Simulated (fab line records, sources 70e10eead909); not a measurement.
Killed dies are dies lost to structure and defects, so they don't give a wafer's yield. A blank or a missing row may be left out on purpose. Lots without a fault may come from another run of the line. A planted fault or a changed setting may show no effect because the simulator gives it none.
A struck lot beside a sound one | flow nand_harc | 15 steps out of a route of 1302
Sound: wafers L139.1, L139.3, L139.4. Struck: wafers L154.2, L154.5, L154.6. The cause comes at the end.
At each step with rows: each side's tool, then ch and its chambers, then its first start. Under that, the readings that differ: sound wafers | struck wafers | difference of the means | sigmas: that difference in standard deviations of wafers without a fault.
alike: readings whose means differ by less than 2 such deviations, and words and numbers that are the same on both sides. not compared: withheld readings, readings that some wafer has no value for, bounds like >300 that may hide the same value, and numbers for which the record gives no deviation and whose values overlap.
The two part at a step that has a row with sigmas, a row that says differs or no value, or rows on one side only. Numbers that don't overlap but have no deviation are shown without sigmas and don't part them. A reading that every wafer of one side lacks parts them only if that side has two wafers or more.

first, 2 steps without rows for these wafers: NHARC_A_CONTACT_PEB_06 (peb time 65 s); NHARC_A_CONTACT_DEVELOP_07 (develop time 35 s).
NHARC_A_CONTACT_CD_MEAS_08: target cd 200 nm.
  sound on cd_sem-03 ch 0, day 24 14:13; struck on cd_sem-02 ch 0, day 30 21:23
  alike: cd_nm
NHARC_A_CONTACT_OVL_MEAS_09:
  sound on overlay-02, day 24 14:18; struck on overlay-02, day 30 21:29
  alike: overlay_x_nm, overlay_y_nm
NHARC_A_CONTACT_INSPECT_10:
  sound on defect_inspect-01, day 24 14:20; struck on defect_inspect-02, day 30 21:31
  alike: raw_defect_count
NHARC_A_CONTACT_DESCUM_13: chemistry O2, time 3 s.
  sound on rie_diel-12 ch 1,2,3, day 24 14:24; struck on rie_diel-12 ch 2,3, day 30 21:35
  alike: drypump_motor_current_A, o2_flow_sccm, oes_product_au, rf_vpp_V, showerhead_plenum_p_Torr, throttle_valve_pct
  not compared: rf_hours_counter_h
then, 2 steps without rows for these wafers: NHARC_A_CONTACT_ETCH_88 (etches the open film in CF4, target depth 39 nm, time 65 s); NHARC_A_CONTACT_ETCH_89 (etches the open film in N2/H2, target depth 260 nm, time 475.3 s).
NHARC_A_CONTACT_ETCH_30: etches the open film in CF4/CHF3, target depth 72.6 nm, time 36.3 s.
  sound on rie_diel-12 ch 0,1,2; struck on rie_diel-12 ch 2,3
  reading               | sound             | struck            | difference | sigmas
  oes_product_au (a.u.) | 0.973 0.957 0.971 | 0.921 0.933 0.924 | -0.041     | -2
  alike: bias_w, cf4_flow_sccm, drypump_motor_current_A, rf_vpp_V, showerhead_plenum_p_Torr, throttle_valve_pct
  not compared: rf_hours_counter_h
NHARC_A_CONTACT_ETCH_31: etches the open film in O2/COS, target depth 2800 nm, time 728 s.
  sound on rie_diel-12 ch 0,1,3; struck on rie_diel-12 ch 0,1,3
  alike: bias_w, chamber_pressure_mTorr, drypump_motor_current_A, o2_flow_sccm, oes_product_au, rf_vpp_V, showerhead_plenum_p_Torr, throttle_valve_pct
  not compared: rf_hours_counter_h
then, 1 step without rows for these wafers: NHARC_A_CONTACT_ETCH_134 (etches the open film in C4F8/O2/Ar, time 140 s, target depth 700 nm).
NHARC_A_CONTACT_ETCH_135: etches the open film in C4F8/O2/Ar, time 311 s, target depth 1912 nm.
  sound on har_cap_etch-02 ch 0,1, day 24 15:44; struck on har_cap_etch-02 ch 0,1, day 30 22:58
  alike: chamber_pressure_mTorr, oes_air_line_au
  not compared: rf_hours_counter_h
NHARC_A_CONTACT_ETCH_136: etches the open film in C4F8/O2/Ar, time 311 s, target depth 1912 nm.
  sound on har_cap_etch-02 ch 0,1, day 24 16:00; struck on har_cap_etch-02 ch 0,1, day 30 23:19
  no value came back on the struck wafers for chamber_pressure_mTorr (mTorr), oes_air_line_au (a.u.); on the sound wafers chamber_pressure_mTorr (mTorr) reads 20.008 20.012 19.936
  not compared: rf_hours_counter_h
NHARC_A_CONTACT_ETCH_137: etches the open film in C4F8/O2/Ar, time 311 s, target depth 1912 nm.
  sound on har_cap_etch-02 ch 0,1, day 24 16:16; struck on har_cap_etch-02 ch 0,1, day 30 23:41
  alike: chamber_pressure_mTorr, oes_air_line_au
  not compared: rf_hours_counter_h
-- the record jumps here: 2 days lie between the struck wafers' starts before and after (it left off in module A_CONTACT and takes up again in module END, whose first step shown is number 1302 of the route) --
NHARC_END_SORT_01:
  the record has rows for the struck wafers here (prober-01 ch 0, day 33 03:35) and none for the sound ones

WHERE THEY PART
First at NHARC_A_CONTACT_ETCH_30; last, within this record, at NHARC_END_SORT_01.

WHY: what the simulator had put in
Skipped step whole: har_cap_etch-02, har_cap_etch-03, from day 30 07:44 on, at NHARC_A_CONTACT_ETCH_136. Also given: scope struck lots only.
